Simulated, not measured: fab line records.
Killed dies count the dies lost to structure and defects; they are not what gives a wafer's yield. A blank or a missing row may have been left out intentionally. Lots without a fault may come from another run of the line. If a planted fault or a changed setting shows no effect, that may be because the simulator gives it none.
Matching of chambers ; flow n5 finfet ; N5_BEOL_M0_SAQP_SPACER2_ETCHBACK_27 on rie diel-03: 4 sister chambers
The step etches SiO2 in CHF3/O2, target depth 22.5 nm, time 11.25 s. 33 wafers are shown with their chamber, then 12 later ones without.

WAFERS PAIRED WITH THEIR CHAMBERS
wafer;chamber;throttle valve pct (%);drypump motor current A (A);showerhead plenum p Torr (Torr)
L074.1;3;19.10;5.69;2.38
L074.2;2;19.38;5.32;2.42
L074.3;1;18.66;5.23;2.25
L075.1;0;18.75;5.55;2.40
L075.4;1;18.67;5.21;2.25
L075.5;2;19.39;5.32;2.42
L077.2;3;19.10;5.70;2.38
L077.3;2;19.39;5.31;2.42
L077.6;3;19.11;5.71;2.38
L078.2;3;19.12;5.71;2.38
L078.5;3;19.11;5.69;2.38
L078.6;2;19.40;5.30;2.42
L079.3;0;18.76;5.58;2.40
L079.4;3;19.12;5.69;2.38
L079.6;0;18.75;5.54;2.40
L081.1;3;19.12;5.70;2.38
L081.3;1;18.70;5.21;2.24
L081.6;0;18.78;5.56;2.40
L083.1;0;18.78;5.55;2.39
L083.3;1;18.68;5.21;2.24
L083.5;1;18.70;5.22;2.24
L084.1;1;18.70;5.20;2.24
L084.2;0;18.77;5.56;2.39
L084.5;2;19.41;5.30;2.41
L086.1;1;18.68;5.22;2.24
L086.4;3;19.14;5.70;2.37
L086.5;3;19.14;5.70;2.37
L087.1;3;19.14;5.68;2.37
L087.5;2;19.42;5.28;2.41
L087.6;1;18.71;5.22;2.24
L090.1;2;19.44;5.29;2.41
L090.4;3;19.14;5.68;2.37
L090.5;1;18.69;5.21;2.24

SIGNATURES, as means of the wafers listed above
reading;chamber 0;chamber 1;chamber 2;chamber 3;scatter within a chamber
throttle valve pct;18.7650;18.6878;19.4043;19.1218;0.0169
drypump motor current A;5.5567;5.2144;5.3029;5.6955;0.0117
showerhead plenum p Torr;2.3967;2.2422;2.4157;2.3764;0.00496
Rule: distance of a wafer from a chamber = root of the sum over the readings of ((wafer's reading minus chamber's mean) / reading's scatter) squared. The wafer belongs to the nearest chamber; if the next one is less than 2 further off, it can't be placed. The scatter: the root of (the sum of the squares of (reading less its chamber's mean) over the shown wafers, divided by (wafers less chambers)).

WAFERS WHOSE CHAMBER IS MISSING
wafer;throttle valve pct (%);drypump motor current A (A);showerhead plenum p Torr (Torr)
L091.3;18.81;5.54;2.39
L091.4;18.70;5.21;2.24
L091.5;18.81;5.53;2.39
L092.1;19.15;5.70;2.37
L092.3;18.80;5.55;2.39
L092.5;18.81;5.57;2.39
L094.1;19.47;5.27;2.41
L094.2;18.81;5.56;2.39
L094.4;18.70;5.22;2.23
L097.2;18.72;5.23;2.23
L097.4;18.72;5.23;2.23
L097.6;18.82;5.56;2.39

THE CHAMBER EACH PASSED THROUGH
wafer;from the rows above;in truth
L091.3;0;0
L091.4;1;1
L091.5;0;0
L092.1;3;3
L092.3;0;0
L092.5;0;0
L094.1;2;2
L094.2;0;0
L094.4;1;1
L097.2;1;1
L097.4;1;1
L097.6;0;0
12 of 12 placed correctly. Left unplaced by these rows: 0. Number placed wrongly: 0.
